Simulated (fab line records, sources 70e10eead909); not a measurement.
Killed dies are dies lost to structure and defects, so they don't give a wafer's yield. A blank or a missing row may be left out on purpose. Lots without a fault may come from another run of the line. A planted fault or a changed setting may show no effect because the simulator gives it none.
Which tool did it? | flow nand_harc | 24 lots, 72 wafers sampled, at 6 steps of a route of 1159

WHAT THE GAUGES READ, wafer by wafer
The record holds no reading of a measuring or inspecting step that can be judged against a usual standard deviation.

WHICH TOOL RAN EACH LOT (tool, then ch and the chambers of the sampled wafers, then the start)
lot  | NHARC_A_STAIRCASE_TRIM_16                     | NHARC_A_STAIRCASE_ETCH_23                     | NHARC_A_STAIRCASE_ETCH_25                     | NHARC_A_STAIRCASE_TRIM_187         | NHARC_A_STAIRCASE_ETCH_192     | NHARC_A_STAIRCASE_ETCH_232
L074 | rie_diel-13 ch 1,2,3, day 10 16:21 or earlier | rie_diel-05 ch 1,2,3, day 10 16:21 or earlier | rie_diel-05 ch 0,2,3, day 10 16:21 or earlier | rie_diel-08 ch 0,3, day 10 16:21   | rie_diel-08 ch 0,2,3, no start | rie_diel-05 ch 0,3, no start
L075 | rie_diel-08 ch 1,2,3, day 11 07:31 or earlier | rie_diel-08 ch 0,1,3, day 11 07:31 or earlier | rie_diel-08 ch 0,2,3, day 11 07:31 or earlier | rie_diel-08 ch 0,2,3, day 11 07:31 | rie_diel-08 ch 0,1,2, no start | rie_diel-08 ch 1,2,3, no start
L077 | rie_diel-05 ch 0,1, day 11 13:55 or earlier   | rie_diel-13 ch 0,1, day 11 13:55 or earlier   | rie_diel-13 ch 1,2,3, day 11 13:55 or earlier | rie_diel-13 ch 0,1,3, day 11 13:55 | rie_diel-13 ch 1,2, no start   | rie_diel-08 ch 1,2, no start
L078 | rie_diel-05 ch 0,2,3, day 11 20:52 or earlier | rie_diel-05 ch 1,2, day 11 20:52 or earlier   | rie_diel-05 ch 0,2, day 11 20:52 or earlier   | rie_diel-13 ch 0,2, day 11 20:52   | rie_diel-13 ch 0,1,2, no start | rie_diel-08 ch 0,2, no start
L076 | rie_diel-13 ch 2,3, day 11 23:26 or earlier   | rie_diel-13 ch 0,1,3, day 11 23:26 or earlier | rie_diel-13 ch 0,1,3, day 11 23:26 or earlier | rie_diel-08 ch 1,2,3, day 11 23:26 | rie_diel-08 ch 1,2,3, no start | rie_diel-13 ch 1,2, no start
L079 | rie_diel-05 ch 0,2,3, day 12 00:19 or earlier | rie_diel-05 ch 0,1,3, day 12 00:19 or earlier | rie_diel-05 ch 1,2,3, day 12 00:19 or earlier | rie_diel-05 ch 0,2,3, day 12 00:19 | rie_diel-05 ch 0,2,3, no start | rie_diel-08 ch 1,2,3, no start
L080 | rie_diel-08 ch 0,1, day 13 00:16 or earlier   | rie_diel-08 ch 0,3, day 13 00:16 or earlier   | rie_diel-08 ch 0,1,3, day 13 00:16 or earlier | rie_diel-08 ch 0,1, day 13 00:16   | rie_diel-08 ch 0,2,3, no start | rie_diel-05 ch 1,2,3, no start
L082 | rie_diel-08 ch 1,2, day 13 00:55 or earlier   | rie_diel-13 ch 2,3, day 13 00:55 or earlier   | rie_diel-13 ch 0,2,3, day 13 00:55 or earlier | rie_diel-13 ch 1,2,3, day 13 00:55 | rie_diel-13 ch 1,3, no start   | rie_diel-08 ch 0,2, no start
L081 | rie_diel-13 ch 1,2,3, day 13 01:06 or earlier | rie_diel-08 ch 0,2,3, day 13 01:06 or earlier | rie_diel-08 ch 1,2,3, day 13 01:06 or earlier | rie_diel-05 ch 1,3, day 13 01:06   | rie_diel-05 ch 1,3, no start   | rie_diel-13 ch 0,1,3, no start
L083 | rie_diel-05 ch 1,2,3, day 13 06:58 or earlier | rie_diel-08 ch 0,2,3, day 13 06:58 or earlier | rie_diel-08 ch 0,2,3, day 13 06:58 or earlier | rie_diel-05 ch 2,3, day 13 06:58   | rie_diel-05 ch 0,2,3, no start | rie_diel-05 ch 2,3, no start
L084 | rie_diel-08 ch 1,3, day 13 17:26 or earlier   | rie_diel-13 ch 1,2,3, day 13 17:26 or earlier | rie_diel-13 ch 1,3, day 13 17:26 or earlier   | rie_diel-13 ch 1,3, day 13 17:26   | rie_diel-13 ch 1,2,3, no start | rie_diel-05 ch 0,1,2, no start
L086 | rie_diel-05 ch 0,2,3, day 14 01:47 or earlier | rie_diel-05 ch 0,2,3, day 14 01:47 or earlier | rie_diel-05 ch 0,1,2, day 14 01:47 or earlier | rie_diel-08 ch 1,2, day 14 01:47   | rie_diel-08 ch 1,2, no start   | rie_diel-05 ch 2,3, no start
L085 | rie_diel-13 ch 0,1,2, day 14 02:52 or earlier | rie_diel-08 ch 0,2,3, day 14 02:52 or earlier | rie_diel-08 ch 1,2, day 14 02:52 or earlier   | rie_diel-05 ch 0,1,3, day 14 02:52 | rie_diel-05 ch 0,2,3, no start | rie_diel-08 ch 1,2, no start
L087 | rie_diel-13 ch 0,3, day 14 19:42 or earlier   | rie_diel-13 ch 0,1,3, day 14 19:42 or earlier | rie_diel-13 ch 0,2,3, day 14 19:42 or earlier | rie_diel-05 ch 0,2,3, day 14 19:42 | rie_diel-05 ch 0,3, no start   | rie_diel-08 ch 1,3, no start
L089 | rie_diel-08 ch 0,2, day 14 20:21 or earlier   | rie_diel-13 ch 0,2, day 14 20:21 or earlier   | rie_diel-13 ch 0,2,3, day 14 20:21 or earlier | rie_diel-13 ch 1,2,3, day 14 20:21 | rie_diel-13 ch 0,1,2, no start | rie_diel-08 ch 1,3, no start
L090 | rie_diel-05 ch 0,3, day 15 01:36 or earlier   | rie_diel-08 ch 1,2, day 15 01:36 or earlier   | rie_diel-08 ch 0,2,3, day 15 01:36 or earlier | rie_diel-08 ch 0,1,2, day 15 01:36 | rie_diel-08 ch 0,1, no start   | rie_diel-13 ch 0,1, no start
L091 | rie_diel-13 ch 0,3, day 15 01:50 or earlier   | rie_diel-13 ch 0,3, day 15 01:50 or earlier   | rie_diel-13 ch 0,1,2, day 15 01:50 or earlier | rie_diel-05 ch 0,2, day 15 01:50   | rie_diel-05 ch 1,2,3, no start | rie_diel-08 ch 1,2, no start
L088 | rie_diel-05 ch 0,3, day 15 02:15 or earlier   | rie_diel-05 ch 0,1,3, day 15 02:15 or earlier | rie_diel-05 ch 1,2,3, day 15 02:15 or earlier | rie_diel-13 ch 0,1,3, day 15 02:15 | rie_diel-13 ch 0,1,3, no start | rie_diel-08 ch 2,3, no start
L095 | rie_diel-08 ch 1,2,3, day 15 18:25 or earlier | rie_diel-05 ch 0,1, day 15 18:25 or earlier   | rie_diel-05 ch 0,1, day 15 18:25 or earlier   | rie_diel-13 ch 0,1,3, day 15 18:25 | rie_diel-13 ch 0,1,3, no start | rie_diel-08 ch 2,3, no start
L093 | rie_diel-08 ch 0,1,3, day 15 19:49 or earlier | rie_diel-05 ch 0,2,3, day 15 19:49 or earlier | rie_diel-05 ch 1,2,3, day 15 19:49 or earlier | rie_diel-13 ch 0,1,3, day 15 19:49 | rie_diel-13 ch 0,2,3, no start | rie_diel-08 ch 0,1,3, no start
L092 | rie_diel-08 ch 0,1,2, day 15 22:44 or earlier | rie_diel-05 ch 2,3, day 15 22:44 or earlier   | rie_diel-05 ch 1,2, day 15 22:44 or earlier   | rie_diel-13 ch 0,1,3, day 15 22:44 | rie_diel-13 ch 0,1, no start   | rie_diel-05 ch 0,3, no start
L094 | rie_diel-13 ch 0,1,2, day 15 21:38 or earlier | rie_diel-08 ch 0,2, day 15 21:38 or earlier   | rie_diel-08 ch 1,2,3, day 15 21:38 or earlier | rie_diel-08 ch 1,3, day 15 21:38   | rie_diel-08 ch 0,1,3, no start | rie_diel-08 ch 1,2,3, no start
L096 | rie_diel-08 ch 0,2,3, day 16 10:14 or earlier | rie_diel-13 ch 0,1, day 16 10:14 or earlier   | rie_diel-13 ch 1,3, day 16 10:14 or earlier   | rie_diel-05 ch 2,3, day 16 10:14   | rie_diel-05 ch 1,2,3, no start | rie_diel-08 ch 0,1, no start
L097 | rie_diel-05 ch 0,1,2, day 16 10:28 or earlier | rie_diel-05 ch 0,3, day 16 10:28 or earlier   | rie_diel-05 ch 0,1,2, day 16 10:28 or earlier | rie_diel-05 ch 0,1,2, day 16 10:28 | rie_diel-05 ch 0,2,3, no start | rie_diel-13 ch 0,1, no start
- NHARC_A_STAIRCASE_TRIM_16: chemistry O2, time 211.2 s.
- NHARC_A_STAIRCASE_ETCH_23: etches the open film in C4F8/O2, target depth 100 nm, time 40.5 s.
- NHARC_A_STAIRCASE_ETCH_25: etches the open film in C4F8/O2, target depth 100 nm, time 40.5 s.
- NHARC_A_STAIRCASE_TRIM_187: chemistry O2, time 211.2 s.
- NHARC_A_STAIRCASE_ETCH_192: etches the open film in C4F8/O2, target depth 100 nm, time 40.5 s.
- NHARC_A_STAIRCASE_ETCH_232: etches the open film in C4F8/O2, target depth 100 nm, time 40.5 s.

WHAT THE TOOLS THEMSELVES READ (means of the sampled wafers that have a number; where no wafer has one, the mark that the record gives instead)
NHARC_A_STAIRCASE_TRIM_16. Usual: drypump_motor_current_A 5.9 A, standard deviation 0.33; oes_product_au 0.998 a.u., standard deviation 0.0082; rf_vpp_V 57.9 V, standard deviation 0.88; showerhead_plenum_p_Torr 3.58 Torr, standard deviation 0.13; throttle_valve_pct 17.037 %, standard deviation 0.0093.
lot  | tool        | drypump_motor_current_A (A) | oes_product_au (a.u.) | rf_vpp_V (V) | showerhead_plenum_p_Torr (Torr) | throttle_valve_pct (%) | flag
L074 | rie_diel-13 | 6.1                         | 1.004                 | 57.5         | 3.56                            | 17.036                 |
L075 | rie_diel-08 | 5.5                         | 1.001                 | 58.3         | 3.48                            | 17.034                 |
L077 | rie_diel-05 | 6.0                         | 0.998                 | 58.8         | 3.74                            | 17.046                 |
L078 | rie_diel-05 | 6.0                         | 1.005                 | 58.0         | 3.62                            | 17.038                 |
L076 | rie_diel-13 | 6.0                         | 1.002                 | 58.1         | 3.60                            | 17.043                 |
L079 | rie_diel-05 | 6.0                         | 0.998                 | 57.2         | 3.62                            | 17.042                 |
L080 | rie_diel-08 | 5.7                         | 0.999                 | 58.0         | 3.65                            | 17.030                 |
L082 | rie_diel-08 | 5.5                         | 0.987                 | 56.5         | 3.45                            | 17.038                 |
L081 | rie_diel-13 | 6.1                         | 1.007                 | 58.8         | 3.55                            | 17.041                 |
L083 | rie_diel-05 | 5.9                         | 1.001                 | 57.8         | 3.60                            | 17.030                 |
L084 | rie_diel-08 | 5.5                         | 0.999                 | 58.3         | 3.50                            | 17.033                 |
L086 | rie_diel-05 | 6.0                         | 1.004                 | 57.8         | 3.61                            | 17.035                 |
L085 | rie_diel-13 | 6.0                         | 1.002                 | 57.7         | 3.60                            | 17.034                 |
L087 | rie_diel-13 | 6.1                         | 0.997                 | 57.5         | 3.75                            | 17.049                 |
L089 | rie_diel-08 | 5.7                         | 0.994                 | 57.6         | 3.46                            | 17.032                 |
L090 | rie_diel-05 | 6.2                         | 1.007                 | 58.8         | 3.68                            | 17.036                 |
L091 | rie_diel-13 | 6.2                         | 1.001                 | 59.2         | 3.70                            | 17.049                 |
L088 | rie_diel-05 | 6.2                         | 1.003                 | 57.5         | 3.68                            | 17.038                 |
L095 | rie_diel-08 | 5.5                         | 0.984                 | 56.9         | 3.47                            | 17.041                 |
L093 | rie_diel-08 | 5.6                         | 1.000                 | 58.3         | 3.57                            | 17.034                 |
L092 | rie_diel-08 | 5.6                         | 0.986                 | 57.3         | 3.54                            | 17.030                 |
L094 | rie_diel-13 | 5.9                         | 0.996                 | 57.5         | 3.59                            | 17.034                 |
L096 | rie_diel-08 | 5.8                         | 0.995                 | 57.6         | 3.48                            | 17.035                 |
L097 | rie_diel-05 | 5.9                         | 0.997                 | 58.5         | 3.65                            | 17.032                 |

NHARC_A_STAIRCASE_ETCH_23. Usual: oes_product_au 0.942 a.u., standard deviation 0.011; rf_vpp_V 898 V, standard deviation 4.6.
lot  | tool        | oes_product_au (a.u.) | rf_vpp_V (V) | flag
L074 | rie_diel-05 | 0.959                 | 899          |
L075 | rie_diel-08 | 0.944                 | 898          |
L077 | rie_diel-13 | 0.929                 | 891          |
L078 | rie_diel-05 | 0.946                 | 901          |
L076 | rie_diel-13 | 0.938                 | 893          |
L079 | rie_diel-05 | 0.920                 | 901          |
L080 | rie_diel-08 | 0.937                 | 899          |
L082 | rie_diel-13 | 0.958                 | 900          |
L081 | rie_diel-08 | 0.948                 | 895          |
L083 | rie_diel-08 | 0.945                 | 896          |
L084 | rie_diel-13 | 0.949                 | 897          |
L086 | rie_diel-05 | 0.942                 | 900          |
L085 | rie_diel-08 | 0.945                 | 894          |
L087 | rie_diel-13 | 0.940                 | 898          |
L089 | rie_diel-13 | 0.942                 | 900          |
L090 | rie_diel-08 | 0.942                 | 896          |
L091 | rie_diel-13 | 0.939                 | 902          |
L088 | rie_diel-05 | 0.945                 | 901          |
L095 | rie_diel-05 | 0.927                 | 903          |
L093 | rie_diel-05 | 0.931                 | 899          |
L092 | rie_diel-05 | 0.945                 | 896          |
L094 | rie_diel-08 | 0.951                 | 893          |
L096 | rie_diel-13 | 0.946                 | 897          |
L097 | rie_diel-05 | 0.942                 | 899          |

NHARC_A_STAIRCASE_ETCH_25. Usual: oes_product_au 0.943 a.u., standard deviation 0.011; rf_vpp_V 898 V, standard deviation 4.6.
lot  | tool        | oes_product_au (a.u.) | rf_vpp_V (V) | flag
L074 | rie_diel-05 | 0.957                 | 899          |
L075 | rie_diel-08 | 0.951                 | 895          |
L077 | rie_diel-13 | 0.946                 | 897          |
L078 | rie_diel-05 | 0.946                 | 899          |
L076 | rie_diel-13 | 0.940                 | 893          |
L079 | rie_diel-05 | 0.955                 | 899          |
L080 | rie_diel-08 | 0.940                 | 898          |
L082 | rie_diel-13 | 0.951                 | 901          |
L081 | rie_diel-08 | 0.950                 | 894          |
L083 | rie_diel-08 | 0.940                 | 896          |
L084 | rie_diel-13 | 0.956                 | 898          |
L086 | rie_diel-05 | 0.928                 | 901          |
L085 | rie_diel-08 | 0.938                 | 897          |
L087 | rie_diel-13 | 0.934                 | 901          |
L089 | rie_diel-13 | 0.945                 | 901          |
L090 | rie_diel-08 | 0.948                 | 894          |
L091 | rie_diel-13 | 0.935                 | 899          |
L088 | rie_diel-05 | 0.946                 | 898          |
L095 | rie_diel-05 | 0.922                 | 902          |
L093 | rie_diel-05 | 0.943                 | 897          |
L092 | rie_diel-05 | 0.937                 | 898          |
L094 | rie_diel-08 | 0.945                 | 894          |
L096 | rie_diel-13 | 0.945                 | 895          |
L097 | rie_diel-05 | 0.943                 | 901          |

NHARC_A_STAIRCASE_TRIM_187. Usual: drypump_motor_current_A 5.9 A, standard deviation 0.32; oes_product_au 0.999 a.u., standard deviation 0.007; rf_vpp_V 57.8 V, standard deviation 1; showerhead_plenum_p_Torr 3.58 Torr, standard deviation 0.12; throttle_valve_pct 17.035 %, standard deviation 0.0091.
lot  | tool        | drypump_motor_current_A (A) | oes_product_au (a.u.) | rf_vpp_V (V) | showerhead_plenum_p_Torr (Torr) | throttle_valve_pct (%) | flag
L074 | rie_diel-08 | 5.9                         | 1.012                 | 58.8         | 3.60                            | 17.030                 |
L075 | rie_diel-08 | 5.8                         | 1.005                 | 57.8         | 3.50                            | 17.034                 |
L077 | rie_diel-13 | 6.1                         | 0.998                 | 57.1         | 3.46                            | 17.050                 |
L078 | rie_diel-13 | 5.8                         | 0.996                 | 57.5         | 3.47                            | 17.033                 |
L076 | rie_diel-08 | 5.5                         | 0.998                 | 57.6         | 3.48                            | 17.034                 |
L079 | rie_diel-05 | 6.0                         | 0.998                 | 56.8         | 3.62                            | 17.040                 |
L080 | rie_diel-08 | 5.5                         | 0.992                 | 57.4         | 3.63                            | 17.030                 |
L082 | rie_diel-13 | 6.1                         | 0.999                 | 58.1         | 3.55                            | 17.041                 |
L081 | rie_diel-05 | 6.0                         | 0.999                 | 57.1         | 3.66                            | 17.023                 |
L083 | rie_diel-05 | 5.8                         | 1.004                 | 57.3         | 3.55                            | 17.039                 |
L084 | rie_diel-13 | 6.3                         | 1.000                 | 57.8         | 3.58                            | 17.027                 |
L086 | rie_diel-08 | 5.5                         | 0.994                 | 58.0         | 3.45                            | 17.031                 |
L085 | rie_diel-05 | 6.1                         | 0.999                 | 58.4         | 3.67                            | 17.036                 |
L087 | rie_diel-05 | 6.0                         | 1.011                 | 58.2         | 3.61                            | 17.029                 |
L089 | rie_diel-13 | 6.1                         | 1.003                 | 58.1         | 3.54                            | 17.031                 |
L090 | rie_diel-08 | 5.6                         | 0.990                 | 58.1         | 3.54                            | 17.038                 |
L091 | rie_diel-05 | 5.9                         | 0.992                 | 58.1         | 3.67                            | 17.032                 |
L088 | rie_diel-13 | 6.1                         | 1.000                 | 58.3         | 3.62                            | 17.044                 |
L095 | rie_diel-13 | 6.1                         | 0.994                 | 57.3         | 3.62                            | 17.029                 |
L093 | rie_diel-13 | 6.2                         | 0.996                 | 57.4         | 3.62                            | 17.040                 |
L092 | rie_diel-13 | 6.2                         | 0.999                 | 58.0         | 3.62                            | 17.037                 |
L094 | rie_diel-08 | 5.5                         | 1.002                 | 58.3         | 3.49                            | 17.038                 |
L096 | rie_diel-05 | 6.0                         | 0.993                 | 57.4         | 3.54                            | 17.032                 |
L097 | rie_diel-05 | 5.9                         | 1.004                 | 57.4         | 3.65                            | 17.040                 |

NHARC_A_STAIRCASE_ETCH_192. Usual: oes_product_au 0.940 a.u., standard deviation 0.01; rf_vpp_V 897 V, standard deviation 4.5.
lot  | tool        | oes_product_au (a.u.) | rf_vpp_V (V) | flag
L074 | rie_diel-08 | 0.941                 | 895          |
L075 | rie_diel-08 | 0.929                 | 897          |
L077 | rie_diel-13 | 0.947                 | 894          |
L078 | rie_diel-13 | 0.940                 | 892          |
L076 | rie_diel-08 | 0.947                 | 893          |
L079 | rie_diel-05 | 0.948                 | 898          |
L080 | rie_diel-08 | 0.938                 | 896          |
L082 | rie_diel-13 | 0.939                 | 899          |
L081 | rie_diel-05 | 0.923                 | 899          |
L083 | rie_diel-05 | 0.918                 | 899          |
L084 | rie_diel-13 | 0.938                 | 897          |
L086 | rie_diel-08 | 0.924                 | 896          |
L085 | rie_diel-05 | 0.951                 | 898          |
L087 | rie_diel-05 | 0.941                 | 899          |
L089 | rie_diel-13 | 0.947                 | 898          |
L090 | rie_diel-08 | 0.932                 | 901          |
L091 | rie_diel-05 | 0.950                 | 899          |
L088 | rie_diel-13 | 0.951                 | 900          |
L095 | rie_diel-13 | 0.940                 | 898          |
L093 | rie_diel-13 | 0.945                 | 901          |
L092 | rie_diel-13 | 0.955                 | 897          |
L094 | rie_diel-08 | 0.920                 | 896          |
L096 | rie_diel-05 | 0.937                 | 899          |
L097 | rie_diel-05 | 0.942                 | 898          |

NHARC_A_STAIRCASE_ETCH_232. Usual: oes_product_au 0.941 a.u., standard deviation 0.01; rf_vpp_V 897 V, standard deviation 4.7.
lot  | tool        | oes_product_au (a.u.) | rf_vpp_V (V) | flag
L074 | rie_diel-05 | 0.954                 | 903          |
L075 | rie_diel-08 | 0.948                 | 894          |
L077 | rie_diel-08 | 0.942                 | 896          |
L078 | rie_diel-08 | 0.939                 | 893          |
L076 | rie_diel-13 | 0.934                 | 895          |
L079 | rie_diel-08 | 0.937                 | 894          |
L080 | rie_diel-05 | 0.941                 | 899          |
L082 | rie_diel-08 | 0.940                 | 897          |
L081 | rie_diel-13 | 0.939                 | 900          |
L083 | rie_diel-05 | 0.959                 | 897          |
L084 | rie_diel-05 | 0.945                 | 900          |
L086 | rie_diel-05 | 0.952                 | 897          |
L085 | rie_diel-08 | 0.928                 | 893          |
L087 | rie_diel-08 | 0.930                 | 894          |
L089 | rie_diel-08 | 0.926                 | 896          |
L090 | rie_diel-13 | 0.939                 | 897          |
L091 | rie_diel-08 | 0.951                 | 892          |
L088 | rie_diel-08 | 0.939                 | 893          |
L095 | rie_diel-08 | 0.924                 | 891          |
L093 | rie_diel-08 | 0.931                 | 897          |
L092 | rie_diel-05 | 0.942                 | 899          |
L094 | rie_diel-08 | 0.940                 | 894          |
L096 | rie_diel-08 | 0.938                 | 900          |
L097 | rie_diel-13 | 0.950                 | 901          |

THE ANSWER, worked out from the rows above alone
Rule: a lot is off if the mean of its wafers that have a number lies more than 3 standard deviations from the usual mean. A lot without any number at a reading at which 4 lots or more have one is off too. The other lots that the step has rows for count as sound. The gauges are gone through in route order, then the tools' own readings, and for those a lot's mean is taken as printed above. The first step at which some lot is off is used, and at that step the reading that is off furthest; a lot without a number counts as furthest.
No lot is off at any reading shown: from this, nothing can be told.

WHAT THE SIMULATOR HAD PUT IN
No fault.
